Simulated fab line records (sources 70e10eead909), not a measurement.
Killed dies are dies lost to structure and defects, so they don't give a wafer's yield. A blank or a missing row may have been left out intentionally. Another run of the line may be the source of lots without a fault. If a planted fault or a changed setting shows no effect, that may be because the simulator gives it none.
fab line records | flow nand_harc
record: lots: 22 wafers: 66 last_day: 25
route steps=1159 shown P_CONTACT@236 P_M1@296
lots with no fault: from the same line, run without faults
start_h: the number of hours between the record's first day and the start of the first shown wafer of the lot | wait_h: hours elapsed since this lot's preceding step | " same as the row above | L1.1+2: a row that stands for several wafers | - either no value or no given start | * or withheld: withheld | < > ~ a bound
route shown NAME@n: names a module that has steps shown in the file, with the first one's number in the route | usual: average and standard deviation across the fault-free wafers | same: alike in all rows | chamber/n: place in a boat | sites: per-site readings | _std_site: standard deviation of those values | _edge_site: the outer-site mean with the inner-site mean subtracted | radius_mm: for every site, how far away it sits from the centre of the wafer | mask NAME#n: copy n | behind: the last tool/chamber to shape the wafer | hold: the reason the lot was held/the length of the hold in hours/how it ended | device: names the non-switching transistor (n, p or np) | end of line: the same wafers' tests at the end of the route | for a step that has no rows: nothing shown but its recipe | killed: dies that structure and defects cost at the first sort, which is not the same as the wafer's yield | map: dies across one wafer; x = killed, . = not, _ = none there
set.NAME: the setting the step ran with; set.NAME@STEP: the setting that earlier step ran with | model.NAME: the simulator's own value behind a step, which no gauge read
the route's steps for a sample of lots (tables are steps, rows are wafers)
services: the hour from which a tool's chamber was out of use, counted from the record's first day as start_h (under 0 if before that day), plus the number of hours and why
== steps ==
step: NHARC_P_CONTACT_ETCH_35
recipe: target_depth_a: 390 over_etch_frac: 0.3 time_s: 65 ion_energy_ev: 80 cf4_flow_sccm: 150 ar_flow_sccm: 0 rf_w: 300 bias_w: 100 chemistry: CF4
usual: chamber_pressure_mTorr: 50.01/0.044 drypump_motor_current_A: 5.6/0.5 oes_product_au: 1.000/0.0092 rf_vpp_V: 151.4/1.1 showerhead_plenum_p_Torr: 1.77/0.065 throttle_valve_pct: 13.283/0.0094
same: time_s: 65
columns lot.wafer tool chamber start_h wait_h chamber_pressure_mTorr drypump_motor_current_A oes_product_au rf_hours_counter_h rf_vpp_V showerhead_plenum_p_Torr throttle_valve_pct
L075.2 rie_diel-12 2 115.51 0.1 49.95 5.5 1.012 31 151.3 1.90 13.282
L075.1 " 3 " " 50.01 5.2 1.002 32 151.5 1.87 13.272
L075.4 " 1 " " 49.89 6.0 1.002 30 152.2 1.75 13.300
L076.1 rie_diel-11 1 128.19 0.1 49.98 5.0 0.995 10 153.5 1.86 13.289
L076.5 " 3 " " 50.08 6.2 0.983 - 151.1 1.69 13.298
L076.6 " 0 " " 49.95 6.5 1.014 - 150.9 1.69 13.273
L077.3 rie_diel-11 3 129.46 0.1 50.02 6.2 0.993 10 151.1 1.69 13.299
L077.1 " 0 " " 49.99 6.5 1.009 10 151.4 1.69 13.287
L077.6 " 3 " " 49.93 6.2 0.985 - 151.2 1.69 13.280
L079.1 rie_diel-11 0 134.60 0.1 50.06 6.5 1.010 11 151.5 1.69 13.286
L079.4 " 2 " " 50.04 5.8 0.999 11 149.3 1.75 13.273
L079.6 " 1 " " 50.06 5.0 0.990 - 151.5 1.86 13.285
L078.3 rie_diel-01 0 135.43 0.1 50.10 5.5 0.983 17 152.7 1.78 13.286
L078.4 " 2 " " 50.04 5.5 1.008 16 150.8 1.80 13.281
L078.5 " 0 " " 49.99 5.5 0.986 - 151.1 1.78 13.273
L081.4 rie_diel-11 1 152.67 0.1 50.00 5.0 0.994 12 152.8 1.86 13.278
L081.2 " 3 " " 49.95 6.2 0.987 13 150.0 1.69 13.299
L081.3 " 0 " " 50.00 6.5 1.003 13 151.4 1.69 13.276
L082.2 rie_diel-01 0 152.92 0.1 50.02 5.5 1.000 0 150.4 1.78 13.270
L082.3 " 2 " " 50.02 5.5 0.999 0 152.1 1.80 13.285
L082.5 " 1 " " 50.01 5.0 0.993 - 150.6 1.71 13.286
L080.1 rie_diel-11 0 153.64 0.1 50.03 6.5 1.019 13 151.4 1.69 13.280
L080.5 " 1 " " 49.97 5.0 0.988 - 153.7 1.86 13.279
L080.6 " 2 " " 50.00 5.9 1.001 - 151.5 1.75 13.266
L083.2 rie_diel-01 2 163.62 0.1 50.06 5.5 0.997 2 151.7 1.80 13.284
L083.3 " 1 " " 49.99 5.1 0.998 2 150.2 1.71 13.282
L083.5 " 3 " " 49.98 5.2 1.003 - 152.4 1.81 13.292
L084.1 rie_diel-01 2 164.86 0.1 49.95 5.5 0.994 2 151.1 1.80 13.275
L084.4 " 1 " " 50.02 5.1 0.992 3 150.4 1.71 13.285
L084.6 " 2 " " 50.11 5.5 0.993 - 152.6 1.80 13.288
L086.1 rie_diel-11 1 188.86 0.1 50.03 5.0 0.992 15 154.3 1.86 13.294
L086.6 " 3 " " 50.08 6.2 0.993 - 149.7 1.68 13.282
L086.5 " 0 " " 49.97 6.4 1.009 - 150.7 1.69 13.277
L085.3 rie_diel-01 2 189.75 0.1 50.01 5.5 1.015 4 152.3 1.80 13.290
L085.2 " 1 " " 50.09 5.1 1.004 5 152.0 1.71 13.285
L085.6 " 2 " " 49.99 5.5 1.013 - 151.5 1.80 13.279
L087.3 rie_diel-12 0 190.80 0.1 49.96 5.7 0.997 59 151.2 1.73 13.273
L087.1 " 1 " " 50.00 6.0 1.007 61 150.6 1.74 13.283
L087.5 " 0 " " 49.97 5.7 1.001 - 151.2 1.73 13.293
L089.3 rie_diel-11 1 200.69 0.1 50.02 5.0 1.005 0 154.1 1.86 13.292
L089.1 " 2 " " 50.02 5.8 0.983 0 152.6 1.75 13.280
L089.6 " 1 " " 49.98 5.0 0.992 - 151.4 1.86 13.276
L090.1 rie_diel-01 0 208.59 0.1 50.06 5.4 1.009 7 150.4 1.78 13.295
L090.2 " 1 " " 49.98 5.1 1.002 7 151.0 1.71 13.299
L090.6 " 0 " " 50.05 5.5 0.998 - 152.2 1.78 13.282
L091.1 rie_diel-11 0 213.94 0.1 50.02 6.5 1.008 1 150.0 1.69 13.292
L091.3 " 1 " " 49.97 5.0 0.997 2 152.5 1.86 13.282
L091.4 " 3 " " 50.04 6.2 0.990 1 151.2 1.68 13.296
L093.4 rie_diel-11 1 218.86 0.1 49.95 5.0 1.005 2 152.2 1.86 13.288
L093.5 " 1 " " 49.98 5.0 1.005 - 152.1 1.86 13.271
L093.6 " 2 " " 49.96 5.8 0.990 - 150.5 1.75 13.287
L092.2 rie_diel-11 1 219.89 0.1 50.11 5.0 0.992 2 151.5 1.86 13.277
L092.4 " 3 " " 49.90 6.2 1.002 2 150.2 1.68 13.291
L092.5 " 1 " " 50.04 5.0 0.998 - 152.7 1.86 13.284
L095.4 rie_diel-01 0 236.31 0.1 50.02 5.5 1.006 9 150.6 1.78 13.280
L095.2 " 2 " " 49.99 5.5 1.004 8 154.2 1.80 13.299
L095.1 " 3 " " 50.07 5.2 0.991 9 151.8 1.81 13.296
L094.4 rie_diel-11 2 236.89 0.1 50.08 5.9 1.010 3 150.9 1.75 13.272
L094.3 " 0 " " 50.02 6.4 1.024 3 149.4 1.69 13.275
L094.5 " 3 " " 50.01 6.2 1.004 - 150.4 1.68 13.295
L096.3 rie_diel-11 2 243.48 0.1 50.03 5.8 0.986 4 150.4 1.75 13.264
L096.6 " 0 " " 50.00 6.4 1.010 - 150.2 1.69 13.281
L096.5 " 1 " " 50.04 5.0 1.000 - 152.7 1.86 13.275
L097.1 rie_diel-01 1 244.04 0.1 50.02 5.1 1.002 10 150.1 1.71 13.288
L097.5 " 0 " " 50.00 5.5 1.001 - 151.9 1.78 13.274
L097.6 " 1 " " 49.98 5.1 1.001 - 151.5 1.71 13.269
step: NHARC_P_CONTACT_DEGAS_38
recipe: temp_c: 300 time_s: 60
usual: heater_power_w: 478/44
same: time_s: 60
columns lot.wafer tool chamber start_h wait_h heater_power_w
L075.2 pvd_sputter-02 - 117.09 - 465
L075.1 " - " " 444
L075.4 " - " " 557
L076.1 pvd_sputter-02 - 129.68 - 463
L076.6 " - " " 471
L076.5 " - " " 550
L077.3 pvd_sputter-02 - 130.95 - 484
L077.1 " - " " 549
L077.6 " - " " 551
L079.4 pvd_sputter-03 - 136.13 - 456
L079.1 " - " " 498
L079.6 " - " " 455
L078.4 pvd_sputter-02 - 136.93 - 429
L078.3 " - " " 464
L078.5 " - " " 435
L081.4 pvd_sputter-03 - 154.21 - 454
L081.3 " - " " 438
L081.2 " - " " 518
L082.2 pvd_sputter-01 - 154.51 - 402
L082.3 " - " " 461
L082.5 " - " " 434
L080.1 pvd_sputter-03 - 155.13 - 519
L080.5 " - " " 456
L080.6 " - " " 528
L083.3 pvd_sputter-03 - 165.14 - 456
L083.2 " - " " 450
L083.5 " - " " 457
L084.4 pvd_sputter-02 - 166.41 - 470
L084.1 " - " " 467
L084.6 " - " " 435
L086.1 pvd_sputter-02 - 190.39 - 462
L086.5 " - " " 462
L086.6 " - " " 428
L085.2 pvd_sputter-01 - 191.55 - 433
L085.3 " - " " 562
L085.6 " - " " 423
L087.3 pvd_sputter-02 - 193.24 - 426
L087.1 " - " " 465
L087.5 " - " " 465
L089.1 pvd_sputter-01 - 202.20 - 551
L089.3 " - " " 452
L089.6 " - " " 549
L090.2 pvd_sputter-03 - 210.09 - 450
L090.1 " - " " 516
L090.6 " - " " 451
L091.3 pvd_sputter-03 - 215.48 - 508
L091.4 " - " " 462
L091.1 " - " " 520
L093.4 pvd_sputter-03 - 220.39 - 520
L093.5 " - " " 466
L093.6 " - " " 448
L092.2 pvd_sputter-03 - 221.40 - 469
L092.4 " - " " 460
L092.5 " - " " 468
L095.4 pvd_sputter-01 - 237.82 - 564
L095.1 " - " " 408
L095.2 " - " " 457
L094.3 pvd_sputter-02 - 238.56 - 396
L094.4 " - " " 469
L094.5 " - " " 521
L096.3 pvd_sputter-03 - 244.98 - 499
L096.5 " - " " 463
L096.6 " - " " 525
L097.1 pvd_sputter-03 - 245.91 - 457
L097.5 " - " " 457
L097.6 " - " " 529
step: NHARC_P_CONTACT_PVD_32
recipe: target_thk_a: 50 chamber_pressure_pa: 5 power_w: 5000 substrate_temp_c: 200 time_s: 17.7 material: Ti
usual: cathode_dc_power_W: 4999.9/0.98 chamber_pressure_pa: 5.001/0.01 throttle_valve_pct: 30.3/0.95
same: time_s: 17.7
columns lot.wafer tool chamber start_h wait_h cathode_dc_power_W chamber_pressure_pa throttle_valve_pct
L075.2 pvd_sputter-02 - - - 5000.6 4.999 31.6
L075.1 " - " " 4999.3 4.995 30.0
L075.4 " - " " 5001.2 5.014 30.9
L076.1 pvd_sputter-02 - - - 4999.5 4.998 30.1
L076.6 " - " " 5000.7 4.989 31.4
L076.5 " - " " 5000.2 5.016 30.0
L077.3 pvd_sputter-02 - - - 4999.6 4.996 30.0
L077.1 " - " " 5000.0 5.003 31.1
L077.6 " - " " 4999.1 5.001 29.7
L079.4 pvd_sputter-03 - - - 5000.5 4.993 29.2
L079.1 " - " " 4999.3 4.996 29.5
L079.6 " - " " 5000.3 5.003 29.1
L078.3 pvd_sputter-02 - - - 4998.6 4.987 31.0
L078.4 " - " " 4999.6 4.997 30.0
L078.5 " - " " 5002.1 4.990 31.1
L081.2 pvd_sputter-03 - - - 4998.2 4.996 30.9
L081.4 " - " " 5000.5 5.007 29.8
L081.3 " - " " 4999.4 4.998 29.5
L082.2 pvd_sputter-01 - - - 4999.3 5.008 29.5
L082.3 " - " " 5002.2 4.981 30.6
L082.5 " - " " 4999.2 5.002 27.8
L080.1 pvd_sputter-03 - - - 5000.4 5.008 30.6
L080.6 " - " " 4999.5 4.996 29.7
L080.5 " - " " 5000.1 5.011 29.2
L083.2 pvd_sputter-03 - - - 5001.4 4.998 29.5
L083.3 " - " " 4999.1 5.004 30.4
L083.5 " - " " 4999.1 5.000 29.6
L084.4 pvd_sputter-02 - - - 4998.5 4.987 30.5
L084.1 " - " " 4999.0 5.011 31.1
L084.6 " - " " 4999.4 5.005 31.1
L086.1 pvd_sputter-02 - - - 4998.8 5.013 31.5
L086.5 " - " " 5000.1 5.010 31.2
L086.6 " - " " 5002.2 4.998 31.6
L085.2 pvd_sputter-01 - - - 4999.4 4.986 31.2
L085.3 " - " " 4999.7 5.001 30.5
L085.6 " - " " 5000.3 5.011 30.8
L087.1 pvd_sputter-02 - - - 5000.6 5.028 29.9
L087.3 " - " " 4998.8 4.991 30.8
L087.5 " - " " 4998.4 5.013 29.8
L089.3 pvd_sputter-01 - - - 4999.9 5.005 30.5
L089.1 " - " " 5001.1 4.997 31.6
L089.6 " - " " 5000.7 4.987 31.0
L090.2 pvd_sputter-03 - - - 4999.8 5.000 29.3
L090.1 " - " " 5000.6 5.003 29.9
L090.6 " - " " 5000.2 5.000 29.2
L091.3 pvd_sputter-03 - - - 5002.4 5.001 29.3
L091.1 " - " " 4998.6 5.004 29.3
L091.4 " - " " 4999.9 5.019 31.0
L093.4 pvd_sputter-03 - - - 5001.0 4.986 29.3
L093.5 " - " " 5000.7 5.014 29.4
L093.6 " - " " 5000.8 4.996 29.7
L092.4 pvd_sputter-03 - - - 5000.8 5.008 30.7
L092.2 " - " " 4999.1 5.003 30.1
L092.5 " - " " 5001.0 4.997 29.5
L095.2 pvd_sputter-01 - - - 5000.8 5.002 30.7
L095.4 " - " " 5000.3 4.992 30.7
L095.1 " - " " 4997.3 4.998 27.7
L094.3 pvd_sputter-02 - - - 4999.6 5.005 31.2
L094.4 " - " " 4999.6 4.986 31.3
L094.5 " - " " 5000.6 5.008 30.5
L096.3 pvd_sputter-03 - - - 4999.4 5.007 29.7
L096.6 " - " " 4999.9 4.986 29.3
L096.5 " - " " 5001.5 4.988 29.5
L097.1 pvd_sputter-03 - - - 5000.5 5.000 29.6
L097.6 " - " " 4999.5 5.000 29.4
L097.5 " - " " 4999.6 5.010 29.2
step: NHARC_P_M1_OVL_MEAS_10
recipe: pitch_nm: 260
usual: overlay_x_nm: -0.1/0.91 overlay_y_nm: 0.0/0.65
columns lot.wafer tool chamber start_h wait_h overlay_x_nm overlay_y_nm
L075.1 overlay-02 - 132.25 - -0.2 0.6
L075.2 " - " " -1.0 0.3
L075.4 " - " " -0.8 0.2
L076.1 overlay-01 - 137.59 - 0.3 -0.7
L076.5 " - " " 0.2 -0.6
L076.6 " - " " 0.5 0.1
L077.1 overlay-01 - 138.32 - -1.2 -0.2
L077.3 " - " " -1.3 -0.2
L077.6 " - " " -1.3 0.0
L079.1 overlay-02 - 145.90 - -0.2 0.8
L079.4 " - " " -0.2 0.2
L079.6 " - " " -0.8 0.4
L078.3 overlay-02 - 150.80 - 1.1 0.6
L078.4 " - " " 1.0 0.3
L078.5 " - " " 0.6 0.2
L081.2 overlay-02 - 161.36 - -0.5 1.5
L081.3 " - " " -0.4 1.7
L081.4 " - " " 0.2 0.7
L082.2 overlay-02 - 161.51 - 0.5 -0.2
L082.3 " - " " 0.5 -0.2
L082.5 " - " " 0.6 0.3
L080.1 overlay-01 - 162.16 - 0.3 0.8
L080.5 " - " " -0.3 0.5
L080.6 " - " " 0.0 -0.2
L083.2 overlay-02 - 172.99 - 0.3 0.4
L083.3 " - " " 0.3 -0.4
L083.5 " - " " 0.4 0.0
L084.1 overlay-02 - 174.45 - 0.7 -1.4
L084.4 " - " " 1.1 -1.1
L084.6 " - " " 0.1 -0.6
L086.1 overlay-01 - 197.42 - -0.5 1.0
L086.5 " - " " -0.4 0.4
L086.6 " - " " -0.2 0.5
L085.2 overlay-01 - 198.68 - -1.1 -0.5
L085.3 " - " " -1.8 -0.8
L085.6 " - " " -1.6 -0.8
L087.1 overlay-01 - 200.72 - -0.7 0.1
L087.3 " - " " -0.9 0.1
L087.5 " - " " -0.8 0.8
L089.1 overlay-01 - 217.15 - -1.3 -0.4
L089.3 " - " " -0.9 -0.7
L089.6 " - " " -1.1 -0.1
L090.1 overlay-02 - 224.22 - 1.9 0.7
L090.2 " - " " 1.8 0.9
L090.6 " - " " 2.3 0.6
L091.1 overlay-01 - 225.28 - -0.6 -1.1
L091.3 " - " " -0.3 -1.1
L091.4 " - " " -0.7 -1.0
L093.4 overlay-02 - 226.92 - -1.2 -0.1
L093.5 " - " " -0.5 -0.1
L093.6 " - " " -1.4 -0.3
L092.2 overlay-01 - 227.83 - -1.7 -0.8
L092.4 " - " " -2.1 -0.5
L092.5 " - " " -1.3 -0.7
L095.1 overlay-01 - 247.48 - 0.3 0.3
L095.2 " - " " 0.9 0.1
L095.4 " - " " 0.9 0.2
L094.3 overlay-01 - 247.92 - -0.1 -0.7
L094.4 " - " " -0.1 -1.0
L094.5 " - " " 0.1 -1.0
L096.3 overlay-02 - 255.08 - 0.2 -1.0
L096.5 " - " " -0.1 -1.1
L096.6 " - " " 0.3 -1.0
L097.1 overlay-02 - 258.66 - -0.5 -0.3
L097.5 " - " " -0.6 0.5
L097.6 " - " " -0.3 0.0
step: NHARC_P_M1_DESCUM_14
recipe: time_s: 3 o2_flow_sccm: 200 ar_flow_sccm: 0 bias_power_w: 0 chemistry: O2
usual: chamber_pressure_mTorr: 60.01/0.056 drypump_motor_current_A: 5.7/0.46 oes_product_au: 0.998/0.011 rf_vpp_V: 57.9/0.86 showerhead_plenum_p_Torr: 1.97/0.088 throttle_valve_pct: 11.312/0.0088
same: time_s: 3
columns lot.wafer tool chamber start_h wait_h chamber_pressure_mTorr drypump_motor_current_A oes_product_au rf_hours_counter_h rf_vpp_V showerhead_plenum_p_Torr throttle_valve_pct
L075.1 rie_diel-05 2 132.34 0.1 59.98 5.1 1.000 10 57.3 2.05 11.320
L075.2 " 3 " " 59.99 5.1 0.980 11 58.9 2.02 11.300
L075.4 " 1 " " 59.95 5.3 1.009 11 58.1 1.84 11.304
L076.1 rie_diel-09 3 137.70 0.1 59.99 6.0 1.009 1 57.0 1.87 11.312
L076.5 " 2 " " 59.98 6.5 0.981 - 58.8 2.06 11.315
L076.6 " 3 " " 59.92 6.1 1.011 - 57.6 1.87 11.296
L077.3 rie_diel-05 2 138.43 0.1 60.08 5.1 1.006 10 57.6 2.05 11.314
L077.1 " 0 " " 60.08 5.5 1.016 11 58.5 1.97 11.322
L077.6 " 2 " " 60.06 5.1 1.010 - 59.3 2.05 11.300
L079.1 rie_diel-09 0 146.01 0.1 60.04 5.7 1.010 2 58.0 2.07 11.310
L079.4 " 2 " " 60.01 6.5 0.988 2 58.8 2.06 11.301
L079.6 " 3 " " 60.07 6.1 1.016 - 57.8 1.87 11.315
L078.3 rie_diel-05 3 150.93 0.1 60.07 5.1 0.997 13 59.2 2.02 11.304
L078.4 " 2 " " 59.98 5.1 1.009 - 57.6 2.05 11.290
L078.5 " 3 " " 59.98 5.1 0.991 - 57.6 2.02 11.305
L081.2 rie_diel-10 1 161.46 0.1 60.01 5.9 0.984 8 59.0 1.80 11.300
L081.3 " 2 " " 59.95 5.3 1.003 10 58.1 1.95 11.307
L081.4 " 0 " " 59.96 6.3 0.999 9 58.5 2.02 11.306
L082.2 rie_diel-09 1 161.61 0.1 60.03 5.2 1.007 2 57.5 2.03 11.306
L082.3 " 3 " " 59.99 6.0 1.017 2 57.3 1.87 11.297
L082.5 " 1 " " 60.03 5.2 1.008 - 58.2 2.03 11.323
L080.1 rie_diel-09 0 162.26 0.1 60.04 5.7 1.004 2 57.3 2.07 11.315
L080.6 " 0 " " 59.95 5.7 0.998 - 58.3 2.07 11.314
L080.5 " 1 " " 60.04 5.2 1.012 - 58.0 2.03 11.299
L083.3 rie_diel-09 1 173.11 0.1 60.06 5.3 1.012 2 59.4 2.03 11.316
L083.2 " 3 " " 60.01 6.0 1.020 2 57.0 1.87 11.322
L083.5 " 0 " " 60.08 5.7 1.008 - 59.1 2.06 11.288
L084.1 rie_diel-05 0 174.57 0.1 60.03 5.5 1.006 0 57.3 1.96 11.316
L084.4 " 1 " " 59.96 5.3 1.004 - 58.5 1.84 11.312
L084.6 " 0 " " 60.08 5.5 1.005 - 56.6 1.96 11.294
L086.1 rie_diel-09 2 197.52 0.1 60.07 6.5 0.988 3 58.6 2.06 11.315
L086.6 " 2 " " 59.99 6.5 0.995 - 56.8 2.06 11.311
L086.5 " 3 " " 59.96 6.0 1.009 - 57.1 1.87 11.300
L085.2 rie_diel-10 2 198.78 0.1 59.99 5.3 0.995 1 59.7 1.95 11.322
L085.3 " 3 " " 59.99 6.1 1.003 1 58.0 1.92 11.313
L085.6 " 3 " " 60.01 6.1 1.000 - 58.0 1.92 11.308
L087.3 rie_diel-09 1 200.83 0.1 59.96 5.2 1.007 3 58.2 2.03 11.321
L087.1 " 3 " " 60.00 6.0 1.011 3 57.4 1.87 11.305
L087.5 " 1 " " 60.04 5.2 0.997 - 58.1 2.03 11.314
L089.1 rie_diel-10 2 217.25 0.1 59.99 5.3 0.982 2 58.2 1.95 11.307
L089.3 " 0 " " 59.96 6.3 0.999 3 59.3 2.02 11.299
L089.6 " 2 " " 60.00 5.3 0.980 - 57.1 1.95 11.303
L090.1 rie_diel-10 2 224.32 0.1 59.90 5.3 0.991 3 58.6 1.95 11.313
L090.2 " 1 " " 60.05 5.9 0.987 3 56.9 1.80 11.315
L090.6 " 0 " " 59.91 6.3 0.997 - 58.5 2.02 11.309
L091.3 rie_diel-09 2 225.38 0.1 59.97 6.5 0.992 4 57.8 2.06 11.306
L091.4 " 3 " " 60.03 6.1 1.004 3 56.7 1.87 11.301
L091.1 " 0 " " 59.96 5.6 1.024 3 57.8 2.06 11.295
L093.4 rie_diel-10 0 227.05 0.1 60.12 6.3 0.991 - 57.1 2.02 11.317
L093.5 " 1 " " 60.01 5.9 0.977 - 57.7 1.80 11.310
L093.6 " 2 " " 59.97 5.3 0.981 - 57.2 1.95 11.320
L092.2 rie_diel-10 2 227.92 0.1 60.02 5.3 0.981 3 58.6 1.95 11.302
L092.5 " 2 " " 60.06 5.3 0.985 - 59.0 1.95 11.306
L092.4 " 1 " " 59.99 5.9 0.990 - 57.2 1.80 11.300
L095.2 rie_diel-05 1 247.58 0.1 59.96 5.3 1.001 2 58.0 1.84 11.311
L095.4 " 2 " " 60.05 5.1 0.992 3 57.0 2.04 11.325
L095.1 " 3 " " 59.95 5.2 1.000 3 59.0 2.02 11.314
L094.4 rie_diel-05 0 248.01 0.1 60.06 5.5 0.992 2 58.4 1.96 11.310
L094.3 " 3 " " 60.00 5.2 0.997 3 58.6 2.02 11.328
L094.5 " 0 " " 60.02 5.4 0.988 - 57.5 1.96 11.314
L096.3 rie_diel-10 0 255.18 0.1 59.96 6.3 1.000 5 58.6 2.02 11.319
L096.6 " 0 " " 59.99 6.3 0.989 - 57.0 2.02 11.324
L096.5 " 1 " " 60.06 5.9 0.975 - 57.4 1.80 11.303
L097.1 rie_diel-05 2 258.77 0.1 60.08 5.1 0.986 4 57.6 2.04 11.307
L097.5 " 2 " " 60.03 5.1 0.984 - 56.9 2.04 11.317
L097.6 " 3 " " 60.00 5.1 0.993 - 58.8 2.02 11.322
step: NHARC_P_M1_STRIP_18
recipe: power_w: 1000 n2_flow_sccm: 150 h2_flow_sccm: 150 ar_flow_sccm: 0 bias_w: 0 chemistry: N2/H2
usual: chamber_pressure_mTorr: 30.001/0.025 drypump_motor_current_A: 5.8/0.47 oes_product_au: 0.999/0.011 rf_vpp_V: 91.0/0.95 showerhead_plenum_p_Torr: 2.10/0.085 throttle_valve_pct: 14.171/0.01
columns lot.wafer tool chamber start_h wait_h chamber_pressure_mTorr drypump_motor_current_A oes_product_au rf_hours_counter_h rf_vpp_V showerhead_plenum_p_Torr throttle_valve_pct
L075.2 rie_diel-10 3 132.72 0.1 29.986 6.1 1.010 8 88.9 2.04 14.166
L075.1 " 2 " " 30.003 5.3 0.982 9 91.9 2.08 14.173
L075.4 " 0 " " 30.037 6.3 1.002 - 91.5 2.16 14.162
L076.1 rie_diel-10 3 138.08 0.1 30.005 6.1 1.000 8 89.6 2.04 14.166
L076.5 " 3 " " 29.992 6.0 0.999 - 89.3 2.04 14.191
L076.6 " 2 " " 30.025 5.3 0.986 - 90.7 2.08 14.152
L077.1 rie_diel-10 2 138.81 0.1 29.990 5.3 0.997 9 89.2 2.08 14.167
L077.3 " 0 " " 30.038 6.3 1.007 8 91.0 2.16 14.173
L077.6 " 0 " " 29.964 6.3 0.998 - 91.1 2.16 14.190
L079.1 rie_diel-10 2 146.41 0.1 30.015 5.3 0.997 9 91.3 2.08 14.171
L079.4 " 2 " " 29.977 5.3 0.990 - 91.5 2.08 14.179
L079.6 " 3 " " 30.027 6.1 1.005 - 91.1 2.04 14.168
L078.4 rie_diel-10 2 151.34 0.1 30.001 5.3 0.993 10 91.6 2.08 14.179
L078.3 " 1 " " 30.028 5.9 0.991 8 91.9 1.92 14.165
L078.5 " 2 " " 29.995 5.3 0.994 - 90.7 2.08 14.180
L081.2 rie_diel-05 3 161.84 0.1 30.025 5.2 0.992 14 91.9 2.16 14.166
L081.3 " 0 " " 30.018 5.5 1.015 13 90.3 2.10 14.160
L081.4 " 0 " " 30.001 5.5 1.019 - 91.6 2.10 14.175
L082.3 rie_diel-10 1 162.04 0.1 29.980 5.9 0.976 8 91.2 1.92 14.189
L082.2 " 2 " " 29.978 5.3 0.994 10 91.1 2.08 14.173
L082.5 " 3 " " 29.989 6.1 0.995 - 92.3 2.04 14.171
L080.1 rie_diel-05 3 162.67 0.1 29.997 5.1 1.006 14 92.0 2.16 14.197
L080.5 " 2 " " 30.041 5.1 1.007 - 91.3 2.18 14.156
L080.6 " 0 " " 29.944 5.5 1.019 - 90.9 2.10 14.175
L083.3 rie_diel-10 3 173.49 0.1 30.035 6.0 1.008 10 91.1 2.04 14.158
L083.2 " 2 " " 30.020 5.3 1.000 11 92.3 2.08 14.173
L083.5 " 0 " " 29.989 6.3 1.006 - 92.1 2.16 14.183
L084.4 rie_diel-10 3 174.97 0.1 29.975 6.1 0.999 10 90.5 2.04 14.162
L084.1 " 2 " " 30.052 5.3 0.993 11 90.4 2.08 14.167
L084.6 " 3 " " 29.990 6.1 0.986 - 92.8 2.04 14.183
L086.1 rie_diel-09 2 197.90 0.1 30.025 6.5 0.988 3 90.1 2.20 14.186
L086.5 " 2 " " 29.997 6.5 0.978 - 90.8 2.20 14.180
L086.6 " 3 " " 29.958 6.0 1.003 - 90.0 1.99 14.183
L085.3 rie_diel-09 3 199.18 0.1 29.998 6.1 1.021 3 88.6 1.99 14.180
L085.2 " 0 " " 30.011 5.7 1.009 3 92.2 2.21 14.154
L085.6 " 3 " " 29.973 6.1 1.001 - 90.2 1.99 14.161
L087.1 rie_diel-05 3 201.20 0.1 30.044 5.1 1.006 2 91.8 2.16 14.182
L087.3 " 0 " " 29.962 5.5 1.001 2 91.6 2.10 14.175
L087.5 " 0 " " 29.987 5.5 0.991 - 91.7 2.09 14.160
L089.3 rie_diel-09 3 217.70 0.1 30.025 6.0 1.013 3 89.8 1.99 14.165
L089.1 " 1 " " 30.013 5.2 1.005 3 91.5 2.17 14.174
L089.6 " 3 " " 29.996 6.0 1.010 - 90.2 1.99 14.163
L090.2 rie_diel-10 2 224.81 0.1 29.988 5.3 0.984 3 91.9 2.08 14.167
L090.1 " 0 " " 30.001 6.3 1.000 3 91.4 2.15 14.167
L090.6 " 2 " " 29.958 5.3 0.982 - 91.1 2.08 14.160
L091.4 rie_diel-09 2 225.80 0.1 30.037 6.5 0.993 4 92.3 2.20 14.161
L091.3 " 3 " " 29.983 6.0 1.014 3 89.9 1.99 14.169
L091.1 " 0 " " 30.053 5.6 1.016 3 89.7 2.21 14.184
L093.4 rie_diel-09 1 227.45 0.1 30.029 5.2 1.006 4 92.7 2.17 14.151
L093.5 " 1 " " 29.981 5.3 1.005 - 92.2 2.17 14.164
L093.6 " 2 " " 30.017 6.5 1.000 - 92.3 2.20 14.154
L092.2 rie_diel-09 2 228.40 0.1 30.001 6.5 0.993 4 91.8 2.20 14.167
L092.4 " 3 " " 30.018 6.1 1.001 4 90.7 1.99 14.168
L092.5 " 0 " " 29.999 5.6 1.007 - 91.2 2.21 14.169
L095.4 rie_diel-10 1 247.96 0.1 30.024 5.9 0.981 5 89.4 1.92 14.150
L095.2 " 2 " " 29.987 5.3 0.982 5 91.5 2.08 14.178
L095.1 " 3 " " 30.005 6.1 0.990 2 92.4 2.04 14.150
L094.4 rie_diel-05 3 248.42 0.1 29.976 5.1 0.998 3 90.7 2.16 14.185
L094.3 " 1 " " 29.954 5.3 0.989 2 90.1 1.95 14.184
L094.5 " 2 " " 30.026 5.1 0.995 - 91.4 2.18 14.164
L096.3 rie_diel-10 1 255.62 0.1 29.976 5.9 0.983 5 90.4 1.92 14.164
L096.6 " 3 " " 29.957 6.0 0.986 - 91.5 2.04 14.182
L096.5 " 0 " " 29.986 6.4 1.013 - 91.7 2.15 14.173
L097.1 rie_diel-10 1 259.20 0.1 30.071 5.9 0.982 6 90.3 1.92 14.165
L097.5 " 3 " " 30.011 6.0 0.997 - 90.8 2.04 14.177
L097.6 " 0 " " 30.019 6.3 1.007 - 92.1 2.15 14.187
== services ==
columns tool chamber start_h hours kind
rie_diel-05 2 93.81 9.7 repair
rie_diel-10 0 97.12 12.5 repair
pvd_sputter-03 - 102.00 10.0 pm
rie_diel-01 1 112.96 11.6 repair
rie_diel-10 3 119.59 5.8 repair
rie_diel-01 2 120.72 12.2 repair
pvd_sputter-02 - 125.49 1.7 repair
rie_diel-10 1 130.79 19.2 repair
pvd_sputter-01 - 137.52 0.8 repair
rie_diel-05 1 139.05 24.2 repair
rie_diel-11 1 162.50 7.7 repair
rie_diel-05 - 163.60 9.0 pm
rie_diel-05 3 173.18 4.9 repair
rie_diel-10 - 176.50 9.0 pm
pvd_sputter-03 - 194.66 1.5 repair
pvd_sputter-03 - 199.85 2.3 repair
rie_diel-05 - 201.79 34.4 repair
rie_diel-11 3 203.84 4.4 repair
rie_diel-10 3 206.26 4.2 repair
pvd_sputter-02 - 214.00 10.0 pm
rie_diel-10 3 216.83 24.6 repair
rie_diel-10 0 232.81 11.0 repair
rie_diel-11 0 237.25 3.6 repair
rie_diel-09 - 254.10 9.0 pm
== key ==
fault none
